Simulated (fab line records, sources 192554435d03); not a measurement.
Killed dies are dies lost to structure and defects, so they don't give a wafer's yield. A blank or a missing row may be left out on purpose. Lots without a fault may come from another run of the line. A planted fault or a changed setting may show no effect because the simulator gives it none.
Split-lot experiment | flow n5_finfet | 7 lots, 21 wafers read, on a route of 1938 steps

THE SPLIT
At N5_BEOL_M14_COAT_04 (resist thk 800 nm), the setting spin_rpm was moved away from the recipe's 1704 rpm on 11 of the 21 wafers read, by -9.6% to +7.8%. The other wafers ran this setting at the recipe's value.

The reading is taken at the split's own step.

THE READING
coat_of_BEOL_M14_COAT_04.thk_nm (the simulator's own value, which no gauge read), in nm, at N5_BEOL_M14_COAT_04 (resist thk 800 nm). The file gives no usual value for it. The 10 wafers here that ran the recipe average 799.4 nm, standard deviation 1.4 nm.

wafer  | tool, chamber at the split | spin_rpm as run, rpm | against the recipe | coat_of_BEOL_M14_COAT_04.thk_nm, nm | against lot-mates on the recipe
L075.2 | litho_track-03, 0          | 1810                 | +6.2%              | 775.6                               | -23.8
L075.3 | litho_track-03, 0          | 1810                 | +6.2%              | 778.4                               | -21.0
L075.5 | litho_track-03, 0          | 1704                 | recipe             | 799.4                               | -
L076.2 | litho_track-05, 0          | 1541                 | -9.6%              | 838.2                               | +39.4
L076.3 | litho_track-05, 0          | 1704                 | recipe             | 798.8                               | -
L076.6 | litho_track-05, 0          | 1541                 | -9.6%              | 841.6                               | +42.8
L080.2 | litho_track-03, 0          | 1570                 | -7.9%              | 835.4                               | no lot-mate on the recipe
L080.3 | litho_track-03, 0          | 1570                 | -7.9%              | 831.6                               | no lot-mate on the recipe
L080.5 | litho_track-03, 0          | 1570                 | -7.9%              | 834                                 | no lot-mate on the recipe
L082.3 | litho_track-03, 0          | 1704                 | recipe             | 799.2                               | -
L082.4 | litho_track-03, 0          | 1704                 | recipe             | 800.8                               | -
L082.6 | litho_track-03, 0          | 1704                 | recipe             | 801.6                               | -
L086.1 | litho_track-03, 0          | 1786                 | +4.8%              | 781.2                               | -16.6
L086.4 | litho_track-03, 0          | 1786                 | +4.8%              | 782                                 | -15.8
L086.5 | litho_track-03, 0          | 1704                 | recipe             | 797.8                               | -
L085.2 | litho_track-03, 0          | 1704                 | recipe             | 800.6                               | -
L085.3 | litho_track-03, 0          | 1704                 | recipe             | 800.6                               | -
L085.4 | litho_track-03, 0          | 1555                 | -8.7%              | 838.2                               | +37.6
L096.1 | litho_track-03, 0          | 1704                 | recipe             | 798.6                               | -
L096.4 | litho_track-03, 0          | 1704                 | recipe             | 796.8                               | -
L096.6 | litho_track-03, 0          | 1837                 | +7.8%              | 770.2                               | -27.5

THE FIT
A straight line over all 21 wafers: coat_of_BEOL_M14_COAT_04.thk_nm changes by -4.09 nm for each +1% of spin_rpm; r = -1.00; the points scatter about the line by 1.9 nm.
The same after taking each lot's own level away (the mean of its wafers on the recipe; 18 wafers): -3.98 nm for each +1%; r = -1.00; scatter 1.8 nm.
On that fit, the largest move of spin_rpm shifts the reading by 38 nm.
The lots' own levels span 797.70 to 800.60 nm, that is 2.0 times the standard deviation above.
So the lot-to-lot level changes the slope little: the two slopes agree.
Check: with one of the wafers moved furthest among these (-9.6%) left out of the fit, the line predicts +39.3 nm for it against its lot-mates. It came out at +39.4 nm against them.

OTHER SPLITS ON THESE WAFERS
These wafers also went through other splits before the reading. Each is held against what the fit with the lots' levels taken away leaves over:
other split on the same wafers    | wafers away from the commonest value | r with coat_of_BEOL_M14_COAT_04.thk_nm (lot level and that fit taken away)
N5_BEOL_M9_ETCH_62 time_s         | 4                                    | +0.08
N5_BEOL_M9_COAT_64 spin_rpm       | 6                                    | +0.24
N5_BEOL_M10_TRENCH_ETCH_37 bias_w | 7                                    | -0.12
N5_BEOL_M10_ETCH_41 source_w      | 9                                    | +0.40
N5_BEOL_M13_COAT_58 spin_rpm      | 6                                    | +0.18

THE FILE'S OWN FIT
coat_of_BEOL_M14_COAT_04.thk_nm changes by -3.97 nm for each +1% of spin_rpm, r = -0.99.
